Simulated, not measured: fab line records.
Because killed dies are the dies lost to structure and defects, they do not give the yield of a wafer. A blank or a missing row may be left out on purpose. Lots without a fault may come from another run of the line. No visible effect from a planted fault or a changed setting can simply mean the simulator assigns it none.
Matching of chambers / flow nand harc / 4 sister chambers for NHARC_A_CONTACT_ALD_18 on ald metal-03
The step deposits TiN, target thk 3 nm, pulse time 1 s, ald cycles 150. 4 wafers are shown with their chamber, then 7 later ones without.

== EACH WAFER AND ITS CHAMBER ==
wafer=L087.5; chamber=0; heater power w (W)=1188
wafer=L087.6; chamber=3; heater power w (W)=1047
wafer=L090.2; chamber=1; heater power w (W)=1119
wafer=L090.4; chamber=2; heater power w (W)=1085

== WAFERS WITH NO CHAMBER GIVEN ==
wafer=L090.5; heater power w (W)=1041
wafer=L094.1; heater power w (W)=1128
wafer=L094.4; heater power w (W)=1148
wafer=L094.6; heater power w (W)=1177
wafer=L097.1; heater power w (W)=1103
wafer=L097.2; heater power w (W)=1165
wafer=L097.6; heater power w (W)=1087

== THE CHAMBER EACH PASSED THROUGH ==
wafer=L090.5; from the rows above=3; in truth=3
wafer=L094.1; from the rows above=1; in truth=1
wafer=L094.4; from the rows above=can't be placed: 1 or 0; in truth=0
wafer=L094.6; from the rows above=0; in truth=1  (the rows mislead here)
wafer=L097.1; from the rows above=can't be placed: 1 or 2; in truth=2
wafer=L097.2; from the rows above=can't be placed: 0 or 1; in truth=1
wafer=L097.6; from the rows above=can't be placed: 2 or 1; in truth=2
Correctly placed: 2 of 7. These rows do not allow placing 4 (true chamber among the candidates in 4). Number placed wrongly: 1.
How it was worked out, from the rows above alone: a wafer's distance from a chamber is the root of the sum, over the readings, of the square of ((its reading less the chamber's mean) divided by the reading's scatter). If the next closest chamber is less than 2 further off than the closest, the wafer can't be placed; otherwise it belongs to the closest. For every chamber, the mean is computed from those of its wafers that are shown. The scatter: with one shown wafer a chamber, the root of the mean of the squares of how far each hidden wafer lies from its nearest shown one.
